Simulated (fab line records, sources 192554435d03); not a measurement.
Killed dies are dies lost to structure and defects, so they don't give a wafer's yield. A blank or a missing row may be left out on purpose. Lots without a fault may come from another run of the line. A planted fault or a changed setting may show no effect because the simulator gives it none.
One fault seen from 2 desks | flow n5_finfet | each desk has only its own numbers; what lay behind them comes last
Where a reading is given only as a bound, like >300, the bound stands for it, and a mean or a difference that rests on one is marked > or <: the true number lies beyond.

THE DEFECT DESK
What the inspections along the route counted, lot by lot: means of the sampled wafers that have a number. A lot is out of limits, marked OUT, if its mean lies more than 4 standard deviations from the usual mean; the brackets give that distance.
Columns: A = raw_defect_count at N5_HKMG_FIN_INSPECT_14, usual 2.0
lot  | first seen here | A
L540 | day 4 10:26     | 3.5
L541 | day 4 14:20     | 1.7
L543 | day 4 22:10     | 2.3
L545 | day 5 11:46     | 2.3
L548 | day 6 03:55     | 2.7
L551 | day 6 23:29     | >300 (+99 or more) OUT
L555 | day 8 00:14     | >300 (+99 or more) OUT
L560 | day 9 03:54     | 3.0
L562 | day 9 16:14     | 2.0
L563 | day 9 22:33     | 1.7
This desk's finding: out of limits on L551, L555; first on L551, day 6 23:29 (raw_defect_count at N5_HKMG_FIN_INSPECT_14). In limits: L540, L541, L543, L545, L548, L560, L562, L563.

THE TOOL OWNER'S DESK: rie_diel-05
The tool's own readings at N5_HKMG_FIN_ETCH_58 (etches SOC in N2/H2, target depth 215.8 nm, time 741 s): means of the sampled wafers that have a number, for each lot that ran on this tool. A lot is out of limits, marked OUT, if its mean lies more than 4 standard deviations from the usual mean; the brackets give that distance.
Columns: A = drypump_motor_current_A at N5_HKMG_FIN_ETCH_58, usual 5.8 A; B = oes_product_au at N5_HKMG_FIN_ETCH_58, usual 0.82 a.u.; C = rf_fwd_power_W at N5_HKMG_FIN_ETCH_58, usual 874.2 W; D = rf_vpp_V at N5_HKMG_FIN_ETCH_58, usual 98.8 V; E = showerhead_plenum_p_Torr at N5_HKMG_FIN_ETCH_58, usual 2.50 Torr; F = throttle_valve_pct at N5_HKMG_FIN_ETCH_58, usual 17.7 %
lot  | first seen here | A   | B    | C     | D    | E    | F
L540 | day 4 07:13     | 6.6 | 0.73 | 874.5 | 99.1 | 2.54 | 17.9
L543 | day 4 19:02     | 6.3 | 0.83 | 873.9 | 99.2 | 2.50 | 17.7
L545 | day 5 08:47     | 6.3 | 0.89 | 873.9 | 98.0 | 2.48 | 17.5
L548 | day 6 00:53     | 5.6 | 0.81 | 873.9 | 98.7 | 2.47 | 17.5
L551 | day 6 20:25     | 5.8 | 0.79 | 876.8 | 99.0 | 2.49 | 17.6
L555 | day 7 21:06     | 6.2 | 0.75 | 874.8 | 98.6 | 2.48 | 17.8
This desk's finding: nothing out of limits on any of the 6 lots.

PUT TOGETHER
The defect desk could have raised an alarm at day 6 23:29, on L551, L555.
The tool owner's desk saw nothing out of limits.
The tool owner's desk has L551, L555 on record, within its limits.
Of the lots named, all ran N5_HKMG_FIN_ETCH_58 on rie_diel-05.

WHAT THE SIMULATOR HAD PUT IN
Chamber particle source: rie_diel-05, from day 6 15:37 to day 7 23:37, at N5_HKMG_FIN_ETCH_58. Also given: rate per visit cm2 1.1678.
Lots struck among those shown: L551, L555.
Hours from the fault's start to each desk's first reading out of limits: the defect desk, 8.
